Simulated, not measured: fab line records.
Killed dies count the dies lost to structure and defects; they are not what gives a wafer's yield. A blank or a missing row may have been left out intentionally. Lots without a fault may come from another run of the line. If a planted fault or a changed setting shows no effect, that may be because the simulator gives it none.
Matching of chambers / flow nand-harc / NHARC_A_CONTACT_ETCH_90 on rie-diel-11 has 4 sister chambers
The step etches the open film in CH3F/O2, target depth 40 nm, time 85.7 s. 16 wafers are shown with their chamber, then 8 later ones without.

== WAFERS WITH THEIR CHAMBER ==
wafer=L074.1; chamber=3; showerhead-plenum-p-Torr (Torr)=2.30; rf-vpp-V (V)=241.9; throttle-valve-pct (%)=20.660
wafer=L074.3; chamber=0; showerhead-plenum-p-Torr (Torr)=2.37; rf-vpp-V (V)=243.7; throttle-valve-pct (%)=20.667
wafer=L074.4; chamber=1; showerhead-plenum-p-Torr (Torr)=2.46; rf-vpp-V (V)=244.0; throttle-valve-pct (%)=20.657
wafer=L077.1; chamber=3; showerhead-plenum-p-Torr (Torr)=2.30; rf-vpp-V (V)=240.7; throttle-valve-pct (%)=20.661
wafer=L077.2; chamber=0; showerhead-plenum-p-Torr (Torr)=2.36; rf-vpp-V (V)=242.8; throttle-valve-pct (%)=20.670
wafer=L077.3; chamber=1; showerhead-plenum-p-Torr (Torr)=2.46; rf-vpp-V (V)=245.2; throttle-valve-pct (%)=20.661
wafer=L078.4; chamber=2; showerhead-plenum-p-Torr (Torr)=2.49; rf-vpp-V (V)=245.1; throttle-valve-pct (%)=20.671
wafer=L078.5; chamber=0; showerhead-plenum-p-Torr (Torr)=2.36; rf-vpp-V (V)=241.5; throttle-valve-pct (%)=20.660
wafer=L078.6; chamber=1; showerhead-plenum-p-Torr (Torr)=2.46; rf-vpp-V (V)=243.9; throttle-valve-pct (%)=20.663
wafer=L081.3; chamber=0; showerhead-plenum-p-Torr (Torr)=2.36; rf-vpp-V (V)=242.3; throttle-valve-pct (%)=20.680
wafer=L081.4; chamber=3; showerhead-plenum-p-Torr (Torr)=2.29; rf-vpp-V (V)=241.3; throttle-valve-pct (%)=20.658
wafer=L081.5; chamber=2; showerhead-plenum-p-Torr (Torr)=2.49; rf-vpp-V (V)=244.4; throttle-valve-pct (%)=20.663
wafer=L085.1; chamber=3; showerhead-plenum-p-Torr (Torr)=2.29; rf-vpp-V (V)=241.9; throttle-valve-pct (%)=20.662
wafer=L085.5; chamber=2; showerhead-plenum-p-Torr (Torr)=2.48; rf-vpp-V (V)=244.0; throttle-valve-pct (%)=20.656
wafer=L085.6; chamber=1; showerhead-plenum-p-Torr (Torr)=2.45; rf-vpp-V (V)=243.7; throttle-valve-pct (%)=20.662
wafer=L088.1; chamber=1; showerhead-plenum-p-Torr (Torr)=2.44; rf-vpp-V (V)=244.2; throttle-valve-pct (%)=20.655

SIGNATURES (means of the wafers above)
reading=showerhead-plenum-p-Torr; chamber 0=2.3625; chamber 1=2.4540; chamber 2=2.4867; chamber 3=2.2950; scatter within a chamber=0.00684
reading=rf-vpp-V; chamber 0=242.575; chamber 1=244.200; chamber 2=244.500; chamber 3=241.450; scatter within a chamber=0.679
reading=throttle-valve-pct; chamber 0=20.66925; chamber 1=20.65960; chamber 2=20.66333; chamber 3=20.66025; scatter within a chamber=0.00559
Rule: a wafer's distance from a chamber is the root of the sum, over the readings, of the square of ((its reading less the chamber's mean) divided by the reading's scatter). The wafer belongs to the nearest chamber; if the next one is less than 2 further off, it can't be placed. The scatter: take each reading less its chamber's mean, square it, sum over the shown wafers, divide by the number of wafers less the number of chambers, and take the root.

== WAFERS WITHOUT THEIR CHAMBER ==
wafer=L088.3; showerhead-plenum-p-Torr (Torr)=2.48; rf-vpp-V (V)=244.9; throttle-valve-pct (%)=20.660
wafer=L088.4; showerhead-plenum-p-Torr (Torr)=2.35; rf-vpp-V (V)=241.9; throttle-valve-pct (%)=20.659
wafer=L092.1; showerhead-plenum-p-Torr (Torr)=2.65; rf-vpp-V (V)=247.6; throttle-valve-pct (%)=20.663
wafer=L092.4; showerhead-plenum-p-Torr (Torr)=2.34; rf-vpp-V (V)=242.3; throttle-valve-pct (%)=20.655
wafer=L092.6; showerhead-plenum-p-Torr (Torr)=2.34; rf-vpp-V (V)=241.6; throttle-valve-pct (%)=20.666
wafer=L095.2; showerhead-plenum-p-Torr (Torr)=2.34; rf-vpp-V (V)=242.4; throttle-valve-pct (%)=20.662
wafer=L095.4; showerhead-plenum-p-Torr (Torr)=2.46; rf-vpp-V (V)=243.9; throttle-valve-pct (%)=20.650
wafer=L095.6; showerhead-plenum-p-Torr (Torr)=2.46; rf-vpp-V (V)=243.7; throttle-valve-pct (%)=20.661

== CHAMBER TAKEN BY EACH ==
wafer=L088.3; from the rows above=2; in truth=2
wafer=L088.4; from the rows above=0; in truth=0
wafer=L092.1; from the rows above=2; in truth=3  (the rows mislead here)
wafer=L092.4; from the rows above=0; in truth=0
wafer=L092.6; from the rows above=0; in truth=0
wafer=L095.2; from the rows above=0; in truth=0
wafer=L095.4; from the rows above=1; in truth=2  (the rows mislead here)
wafer=L095.6; from the rows above=1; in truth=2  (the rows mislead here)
Placed correctly: 5 of 8. Number that these rows cannot place: 0. Placed wrongly: 3.
